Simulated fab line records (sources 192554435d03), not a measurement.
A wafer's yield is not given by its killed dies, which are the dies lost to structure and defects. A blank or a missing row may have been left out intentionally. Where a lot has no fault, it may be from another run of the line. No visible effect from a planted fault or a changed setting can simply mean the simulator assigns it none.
Which tool did it? / flow n5Finfet / 29 wafers from 10 lots sampled at 5 of the route's 1938 steps

== WHAT THE GAUGES SHOWED, per wafer ==
N5_BEOL_M15_THK_MEAS_01.
lot=L309; measured=day 11 23:45; on=filmMetro-01; M15_ILD_THK (nm)=1598 1625 1615
lot=L313; measured=day 12 18:29; on=filmMetro-02; M15_ILD_THK (nm)=1606 1632 1609
lot=L316; measured=day 13 05:31; on=filmMetro-01; M15_ILD_THK (nm)=1589 1817
lot=L319; measured=day 14 17:47; on=filmMetro-01; M15_ILD_THK (nm)=1629 1842 1861
lot=L323; measured=day 15 18:50; on=filmMetro-01; M15_ILD_THK (nm)=1630 1620 1645
lot=L326; measured=day 15 19:38; on=filmMetro-01; M15_ILD_THK (nm)=1621 1605 1646
lot=L327; measured=day 16 02:04; on=filmMetro-02; M15_ILD_THK (nm)=1637 1648 1675
lot=L329; measured=day 17 02:38; on=filmMetro-02; M15_ILD_THK (nm)=1597 1619 1638
lot=L328; measured=day 17 02:55; on=filmMetro-02; M15_ILD_THK (nm)=1593 1632 1624
lot=L330; measured=day 17 03:11; on=filmMetro-01; M15_ILD_THK (nm)=1632 1640 1674

== EACH LOT AND THE TOOL THAT RAN IT (in order: tool; ch and the chambers of the sampled wafers; start) ==
lot=L309; N5_BEOL_M14_ETCH_38=rieDiel-02 ch 1,2,3, day 11 22:55 or earlier; N5_BEOL_M14_CMP_49=cmp-01 ch 0,3, day 11 22:55; N5_BEOL_M14_DEP_53=pecvd-02 ch 0,2, day 11 23:16; N5_BEOL_M15_ILD_DEP_00=pecvd-03 ch 0,2, day 11 23:24
lot=L313; N5_BEOL_M14_ETCH_38=rieDiel-02 ch 0,1,2, day 12 17:47 or earlier; N5_BEOL_M14_CMP_49=cmp-02 ch 1,3, day 12 17:47; N5_BEOL_M14_DEP_53=pecvd-01 ch 0,1,2, day 12 18:06; N5_BEOL_M15_ILD_DEP_00=pecvd-04 ch 0,1,2, day 12 18:14
lot=L316; N5_BEOL_M14_ETCH_38=rieDiel-06 ch 0,3, day 13 04:53 or earlier; N5_BEOL_M14_CMP_49=cmp-02 ch 0,2, day 13 04:53; N5_BEOL_M14_DEP_53=pecvd-03 ch 0,2, day 13 05:08; N5_BEOL_M15_ILD_DEP_00=pecvd-04 ch 0,1, day 13 05:16
lot=L319; N5_BEOL_M14_ETCH_38=rieDiel-02 ch 0,2,3, day 14 17:04 or earlier; N5_BEOL_M14_CMP_49=cmp-03 ch 1,2, day 14 17:04; N5_BEOL_M14_DEP_53=pecvd-02 ch 1,2, day 14 17:23; N5_BEOL_M15_ILD_DEP_00=pecvd-04 ch 0,2, day 14 17:32
lot=L323; N5_BEOL_M14_ETCH_38=rieDiel-02 ch 1,2,3, day 15 18:06 or earlier; N5_BEOL_M14_CMP_49=cmp-02 ch 1,3, day 15 18:06; N5_BEOL_M14_DEP_53=pecvd-01 ch 0,1, day 15 18:27; N5_BEOL_M15_ILD_DEP_00=pecvd-02 ch 0,2, day 15 18:35
lot=L326; N5_BEOL_M14_ETCH_38=rieDiel-04 ch 0,2,3, day 15 18:56 or earlier; N5_BEOL_M14_CMP_49=cmp-03 ch 0,1,3, day 15 18:56; N5_BEOL_M14_DEP_53=pecvd-01 ch 0,1,2, day 15 19:15; N5_BEOL_M15_ILD_DEP_00=pecvd-02 ch 0,1,2, day 15 19:23
lot=L327; N5_BEOL_M14_ETCH_38=rieDiel-06 ch 0,2,3, day 16 01:22 or earlier; N5_BEOL_M14_CMP_49=cmp-01 ch 0,2,3, day 16 01:22; N5_BEOL_M14_DEP_53=pecvd-01 ch 0,1,2, day 16 01:41; N5_BEOL_M15_ILD_DEP_00=pecvd-02 ch 0,1,2, day 16 01:49
lot=L329; N5_BEOL_M14_ETCH_38=rieDiel-06 ch 0,1,3, day 17 01:56 or earlier; N5_BEOL_M14_CMP_49=cmp-02 ch 0,3, day 17 01:56; N5_BEOL_M14_DEP_53=pecvd-03 ch 0,2, day 17 02:16; N5_BEOL_M15_ILD_DEP_00=pecvd-03 ch 0,2, day 17 02:23
lot=L328; N5_BEOL_M14_ETCH_38=rieDiel-02 ch 0,2, day 17 02:11 or earlier; N5_BEOL_M14_CMP_49=cmp-02 ch 1,2, day 17 02:11; N5_BEOL_M14_DEP_53=pecvd-01 ch 0,2, day 17 02:32; N5_BEOL_M15_ILD_DEP_00=pecvd-03 ch 0,1,2, day 17 02:40
lot=L330; N5_BEOL_M14_ETCH_38=rieDiel-04 ch 0,2,3, day 17 02:29 or earlier; N5_BEOL_M14_CMP_49=cmp-01 ch 0,1,3, day 17 02:29; N5_BEOL_M14_DEP_53=pecvd-02 ch 1,2, day 17 02:48; N5_BEOL_M15_ILD_DEP_00=pecvd-04 ch 0,2, day 17 02:56
- N5_BEOL_M14_ETCH_38: etches SiCN in CF4/N2, target depth 106.5 nm, time 120.6 s.
- N5_BEOL_M14_CMP_49: polishes, stops on SiO2, t overpolish 5.2 s, target thk 560 nm.
- N5_BEOL_M14_DEP_53: deposits SiCN from 3MS/NH3, target thk 50 nm, time 17.8 s.
- N5_BEOL_M15_ILD_DEP_00: deposits SiO2 from TEOS/O2, target thk 1629.3 nm, time 346.1 s.

== WHAT THE TOOLS THEMSELVES READ (means of the sampled wafers that have a number; where no wafer has one, the mark that the record gives instead) ==
N5_BEOL_M14_ETCH_38.
lot=L309; tool=rieDiel-02; cf4FlowSccm (sccm)=60.03; drypumpMotorCurrentA (A)=5.2; oesProductAu (a.u.)=0.75; rfVppV (V)=380.6; showerheadPlenumPTorr (Torr)=2.17; throttleValvePct (%)=15.46
lot=L313; tool=rieDiel-02; cf4FlowSccm (sccm)=60.04; drypumpMotorCurrentA (A)=5.5; oesProductAu (a.u.)=0.81; rfVppV (V)=382.4; showerheadPlenumPTorr (Torr)=2.20; throttleValvePct (%)=15.31
lot=L316; tool=rieDiel-06; cf4FlowSccm (sccm)=60.09; drypumpMotorCurrentA (A)=5.6; oesProductAu (a.u.)=0.85; rfVppV (V)=380.4; showerheadPlenumPTorr (Torr)=2.16; throttleValvePct (%)=15.34
lot=L319; tool=rieDiel-02; cf4FlowSccm (sccm)=60.10; drypumpMotorCurrentA (A)=5.3; oesProductAu (a.u.)=0.81; rfVppV (V)=382.6; showerheadPlenumPTorr (Torr)=2.22; throttleValvePct (%)=15.41
lot=L323; tool=rieDiel-02; cf4FlowSccm (sccm)=60.00; drypumpMotorCurrentA (A)=5.2; oesProductAu (a.u.)=0.81; rfVppV (V)=382.9; showerheadPlenumPTorr (Torr)=2.24; throttleValvePct (%)=15.37
lot=L326; tool=rieDiel-04; cf4FlowSccm (sccm)=60.16; drypumpMotorCurrentA (A)=5.9; oesProductAu (a.u.)=0.85; rfVppV (V)=380.0; showerheadPlenumPTorr (Torr)=2.17; throttleValvePct (%)=15.27
lot=L327; tool=rieDiel-06; cf4FlowSccm (sccm)=59.98; drypumpMotorCurrentA (A)=5.6; oesProductAu (a.u.)=0.78; rfVppV (V)=380.8; showerheadPlenumPTorr (Torr)=2.15; throttleValvePct (%)=15.54
lot=L329; tool=rieDiel-06; cf4FlowSccm (sccm)=60.08; drypumpMotorCurrentA (A)=5.8; oesProductAu (a.u.)=0.81; rfVppV (V)=380.3; showerheadPlenumPTorr (Torr)=2.14; throttleValvePct (%)=15.50
lot=L328; tool=rieDiel-02; cf4FlowSccm (sccm)=60.04; drypumpMotorCurrentA (A)=5.5; oesProductAu (a.u.)=0.92; rfVppV (V)=383.1; showerheadPlenumPTorr (Torr)=2.25; throttleValvePct (%)=15.13
lot=L330; tool=rieDiel-04; cf4FlowSccm (sccm)=59.99; drypumpMotorCurrentA (A)=5.9; oesProductAu (a.u.)=0.83; rfVppV (V)=381.6; showerheadPlenumPTorr (Torr)=2.17; throttleValvePct (%)=15.29

N5_BEOL_M14_CMP_49.
lot=L309; tool=cmp-01; barrierFieldEndpointS (s)=11.82; edgeZonePressureFrac=1.001; motorCurrentA (A)=7.8; overpolishRunS (s)=5.205; slurryFlowMlMin=150.3; timeToEndpointS (s)=131
lot=L313; tool=cmp-02; barrierFieldEndpointS (s)=11.58; edgeZonePressureFrac=1.006; motorCurrentA (A)=7.9; overpolishRunS (s)=5.205; slurryFlowMlMin=149.8; timeToEndpointS (s)=127
lot=L316; tool=cmp-02; barrierFieldEndpointS (s)=11.40; edgeZonePressureFrac=1.006; motorCurrentA (A)=8.4; overpolishRunS (s)=5.197; slurryFlowMlMin=149.6; timeToEndpointS (s)=127
lot=L319; tool=cmp-03; barrierFieldEndpointS (s)=11.30; edgeZonePressureFrac=0.999; motorCurrentA (A)=8.6; overpolishRunS (s)=5.201; slurryFlowMlMin=150.0; timeToEndpointS (s)=120
lot=L323; tool=cmp-02; barrierFieldEndpointS (s)=11.27; edgeZonePressureFrac=0.998; motorCurrentA (A)=8.0; overpolishRunS (s)=5.195; slurryFlowMlMin=149.7; timeToEndpointS (s)=124
lot=L326; tool=cmp-03; barrierFieldEndpointS (s)=11.47; edgeZonePressureFrac=1.002; motorCurrentA (A)=8.4; overpolishRunS (s)=5.198; slurryFlowMlMin=150.4; timeToEndpointS (s)=123
lot=L327; tool=cmp-01; barrierFieldEndpointS (s)=11.77; edgeZonePressureFrac=1.005; motorCurrentA (A)=7.8; overpolishRunS (s)=5.203; slurryFlowMlMin=149.7; timeToEndpointS (s)=124
lot=L329; tool=cmp-02; barrierFieldEndpointS (s)=11.42; edgeZonePressureFrac=1.000; motorCurrentA (A)=8.2; overpolishRunS (s)=5.206; slurryFlowMlMin=149.9; timeToEndpointS (s)=122
lot=L328; tool=cmp-02; barrierFieldEndpointS (s)=11.80; edgeZonePressureFrac=0.999; motorCurrentA (A)=8.7; overpolishRunS (s)=5.215; slurryFlowMlMin=150.0; timeToEndpointS (s)=126
lot=L330; tool=cmp-01; barrierFieldEndpointS (s)=10.88; edgeZonePressureFrac=1.000; motorCurrentA (A)=8.1; overpolishRunS (s)=5.196; slurryFlowMlMin=150.2; timeToEndpointS (s)=120

N5_BEOL_M14_DEP_53.
lot=L309; tool=pecvd-02; showerheadPlenumPTorr (Torr)=4.15; showerheadVppV (V)=1539; throttleValvePct (%)=17.0
lot=L313; tool=pecvd-01; showerheadPlenumPTorr (Torr)=4.17; showerheadVppV (V)=1546; throttleValvePct (%)=17.9
lot=L316; tool=pecvd-03; showerheadPlenumPTorr (Torr)=4.17; showerheadVppV (V)=1558; throttleValvePct (%)=18.6
lot=L319; tool=pecvd-02; showerheadPlenumPTorr (Torr)=4.16; showerheadVppV (V)=1471; throttleValvePct (%)=18.3
lot=L323; tool=pecvd-01; showerheadPlenumPTorr (Torr)=4.19; showerheadVppV (V)=1497; throttleValvePct (%)=18.6
lot=L326; tool=pecvd-01; showerheadPlenumPTorr (Torr)=4.17; showerheadVppV (V)=1546; throttleValvePct (%)=18.0
lot=L327; tool=pecvd-01; showerheadPlenumPTorr (Torr)=4.18; showerheadVppV (V)=1551; throttleValvePct (%)=18.0
lot=L329; tool=pecvd-03; showerheadPlenumPTorr (Torr)=4.15; showerheadVppV (V)=1510; throttleValvePct (%)=18.1
lot=L328; tool=pecvd-01; showerheadPlenumPTorr (Torr)=4.18; showerheadVppV (V)=1507; throttleValvePct (%)=17.3
lot=L330; tool=pecvd-02; showerheadPlenumPTorr (Torr)=4.18; showerheadVppV (V)=1511; throttleValvePct (%)=19.4

N5_BEOL_M15_ILD_DEP_00.
lot=L309; tool=pecvd-03; heaterPowerW (W)=444; runLengthS (s)=389.3; showerheadPlenumPTorr (Torr)=8.33; showerheadVppV (V)=1749; throttleValvePct (%)=18.5
lot=L313; tool=pecvd-04; heaterPowerW (W)=470; runLengthS (s)=388.8; showerheadPlenumPTorr (Torr)=8.34; showerheadVppV (V)=1782; throttleValvePct (%)=18.3
lot=L316; tool=pecvd-04; heaterPowerW (W)=496; runLengthS (s)=408.2; showerheadPlenumPTorr (Torr)=8.35; showerheadVppV (V)=1847; throttleValvePct (%)=18.1
lot=L319; tool=pecvd-04; heaterPowerW (W)=429; runLengthS (s)=415.0; showerheadPlenumPTorr (Torr)=8.34; showerheadVppV (V)=1728; throttleValvePct (%)=18.3
lot=L323; tool=pecvd-02; heaterPowerW (W)=515; runLengthS (s)=388.6; showerheadPlenumPTorr (Torr)=8.32; showerheadVppV (V)=1725; throttleValvePct (%)=17.5
lot=L326; tool=pecvd-02; heaterPowerW (W)=454; runLengthS (s)=389.0; showerheadPlenumPTorr (Torr)=8.35; showerheadVppV (V)=1760; throttleValvePct (%)=18.8
lot=L327; tool=pecvd-02; heaterPowerW (W)=528; runLengthS (s)=389.3; showerheadPlenumPTorr (Torr)=8.35; showerheadVppV (V)=1766; throttleValvePct (%)=18.7
lot=L329; tool=pecvd-03; heaterPowerW (W)=448; runLengthS (s)=388.9; showerheadPlenumPTorr (Torr)=8.35; showerheadVppV (V)=1763; throttleValvePct (%)=18.7
lot=L328; tool=pecvd-03; heaterPowerW (W)=434; runLengthS (s)=388.6; showerheadPlenumPTorr (Torr)=8.31; showerheadVppV (V)=1809; throttleValvePct (%)=18.7
lot=L330; tool=pecvd-04; heaterPowerW (W)=462; runLengthS (s)=389.2; showerheadPlenumPTorr (Torr)=8.33; showerheadVppV (V)=1775; throttleValvePct (%)=17.9

== THE ANSWER, worked out from the rows above alone ==
Rule: the usual values come from the lots themselves. Put in order of their means at a reading, lots are off if they are a third of the lots or fewer, leave a main group of 4 or more, and stand apart from it by a gap of 3 or more times the standard deviation of the main group's means; of several such gaps the widest counts. A main group is skipped when, at the precision printed for the reading in the tables above, its means are all equal. A lot without any number at a reading at which 4 lots or more have one is off too. All remaining lots with rows at the step are treated as sound. The gauges are gone through in route order, then the tools' own readings, and for those a lot's mean is taken as printed above. The first step at which some lot is off is used, and at that step the reading that is off furthest; a lot without a number counts as furthest.
Off: L316, L319, seen at N5_BEOL_M15_THK_MEAS_01 (M15_ILD_THK). The main group: mean 1628 nm, standard deviation 15.
If a tool, at a process step before that reading, ran all the lots that are off and no sound lot after the first of them, it fits. Not tried: the gauges at N5_BEOL_M15_THK_MEAS_01; whatever is off there is also off at N5_BEOL_M15_ILD_DEP_00, on other tools, and gauge error can't account for it. N5_BEOL_M14_ETCH_38: start missing for some lots; hours and lot order therefore follow N5_BEOL_M14_CMP_49. No candidate that was tried fits.

== WHAT HAD BEEN PUT IN BY THE SIMULATOR ==
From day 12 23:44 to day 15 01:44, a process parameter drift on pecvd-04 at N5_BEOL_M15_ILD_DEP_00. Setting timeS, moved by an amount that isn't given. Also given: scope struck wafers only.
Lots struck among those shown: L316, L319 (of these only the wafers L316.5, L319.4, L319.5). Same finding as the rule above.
